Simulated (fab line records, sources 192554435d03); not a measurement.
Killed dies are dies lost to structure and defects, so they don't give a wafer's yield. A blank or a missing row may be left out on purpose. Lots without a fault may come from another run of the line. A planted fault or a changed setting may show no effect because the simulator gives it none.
One fault seen from 3 desks | flow n5_finfet | each desk has only its own numbers; what lay behind them comes last

THE METROLOGY DESK
What the gauges read, lot by lot, whatever tool the lot ran on: means of the sampled wafers that have a number. A lot is out of limits, marked OUT, if its mean lies more than 4 standard deviations from the usual mean; the brackets give that distance. Of its 11 readings 7 are shown: those that lie furthest out on some lot.
Columns: A = VD_OVL at N5_MOL_CONTACT_COAG_OVL_MEAS_41, usual -0.2 nm; B = DIBL_N at N5_BEOL_M4_RC_MEAS_101, usual 36.8 mV/V; C = IOFF_P at N5_BEOL_M4_RC_MEAS_101, usual 0.23 nA/um; D = ION_N at N5_BEOL_M4_RC_MEAS_101, usual 680 uA/um; E = ION_P at N5_BEOL_M4_RC_MEAS_101, usual 466 uA/um; F = VT_N at N5_BEOL_M4_RC_MEAS_101, usual 248 mV; G = VT_P at N5_BEOL_M4_RC_MEAS_101, usual -249 mV
lot  | first seen here | A    | B    | C    | D   | E   | F   | G
L491 | day 5 09:46     | -0.3 | 38.8 | 0.23 | 681 | 463 | 246 | -251
L496 | day 6 20:08     | 0.0  | 36.6 | 0.19 | 666 | 457 | 252 | -253
L497 | day 6 20:44     | 0.1  | 36.4 | 0.22 | 678 | 467 | 250 | -249
L505 | day 8 22:31     | 0.2  | 36.0 | 0.23 | 674 | 468 | 250 | -248
L513 | day 11 03:55    | 0.3  | 36.0 | 0.24 | 682 | 473 | 245 | -246
This desk's finding: nothing out of limits on any of the 5 lots.

THE TOOL OWNER'S DESK: rie_diel-05
The tool's own readings at N5_MOL_CONTACT_COAG_VIA_ETCH_117 (etches SiO2 in C4F6/O2, target depth 40 nm, overetch 8 nm, time 26 s): means of the sampled wafers that have a number, for each lot that ran on this tool. A lot is out of limits, marked OUT, if its mean lies more than 4 standard deviations from the usual mean; the brackets give that distance.
Columns: A = drypump_motor_current_A at N5_MOL_CONTACT_COAG_VIA_ETCH_117, usual 5.7 A; B = oes_product_au at N5_MOL_CONTACT_COAG_VIA_ETCH_117, usual 0.71 a.u.; C = rf_vpp_V at N5_MOL_CONTACT_COAG_VIA_ETCH_117, usual 1608 V; D = showerhead_plenum_p_Torr at N5_MOL_CONTACT_COAG_VIA_ETCH_117, usual 2.85 Torr; E = throttle_valve_pct at N5_MOL_CONTACT_COAG_VIA_ETCH_117, usual 41.1 %
lot  | first seen here | A   | B    | C    | D    | E
L491 | day 5 10:30     | 5.1 | 0.68 | 1588 | 2.75 | 41.0
L505 | day 8 23:12     | 5.0 | 0.72 | 1606 | 2.85 | 41.1
This desk's finding: nothing out of limits on any of the 2 lots.

THE DEFECT DESK
What the inspections along the route counted, lot by lot: means of the sampled wafers that have a number. A lot is out of limits, marked OUT, if its mean lies more than 4 standard deviations from the usual mean; the brackets give that distance.
Columns: A = raw_defect_count at N5_MOL_CONTACT_COAG_INSPECT_42, usual 200
lot  | first seen here | A
L491 | day 5 09:49     | 140
L496 | day 6 20:11     | 194
L497 | day 6 20:47     | 217
L505 | day 8 22:34     | 220
L513 | day 11 03:59    | 211
This desk's finding: nothing out of limits on any of the 5 lots.

PUT TOGETHER
The metrology desk saw nothing out of limits.
The tool owner's desk saw nothing out of limits.
The defect desk saw nothing out of limits.

WHAT THE SIMULATOR HAD PUT IN
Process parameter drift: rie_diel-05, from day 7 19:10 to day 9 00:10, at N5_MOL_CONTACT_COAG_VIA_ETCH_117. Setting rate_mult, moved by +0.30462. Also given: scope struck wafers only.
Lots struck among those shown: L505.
